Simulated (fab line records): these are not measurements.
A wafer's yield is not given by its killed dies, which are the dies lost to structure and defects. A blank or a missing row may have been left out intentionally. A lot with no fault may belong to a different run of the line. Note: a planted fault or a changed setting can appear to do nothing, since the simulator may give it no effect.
Matching of chambers	flow nand_harc	3 sister chambers for NHARC_A_STAIRCASE_DEP_156 on pecvd-04
The step deposits SiNx, target thk 50 nm. 3 wafers are shown with their chamber, then 7 later ones without.

== EACH WAFER AND ITS CHAMBER ==
wafer	chamber	heater_power_w (W)
L087.5	0	745
L088.4	2	630
L088.5	1	556

== WAFERS WHOSE CHAMBER IS MISSING ==
wafer	heater_power_w (W)
L088.6	830
L093.2	765
L093.3	576
L093.5	575
L095.1	845
L095.4	638
L095.5	583

== EACH ONE'S CHAMBER ==
wafer	from the rows above	in truth
L088.6	0	0
L093.2	0	0
L093.3	can't be placed: 1 or 2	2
L093.5	can't be placed: 1 or 2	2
L095.1	0	0
L095.4	can't be placed: 2 or 1 or 0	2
L095.5	can't be placed: 1 or 2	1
3 of 7 placed correctly. Not placeable from these rows: 4 (in 4, the candidates include the true chamber). Placed wrongly: 0.
How it was worked out, from the rows above alone: a wafer's distance from a chamber is the root of the sum, over the readings, of the square of ((its reading less the chamber's mean) divided by the reading's scatter). The wafer belongs to the nearest chamber; if the next one is less than 2 further off, it can't be placed. For every chamber, the mean is computed from those of its wafers that are shown. The scatter: with one shown wafer a chamber, the root of the mean of the squares of how far each hidden wafer lies from its nearest shown one.
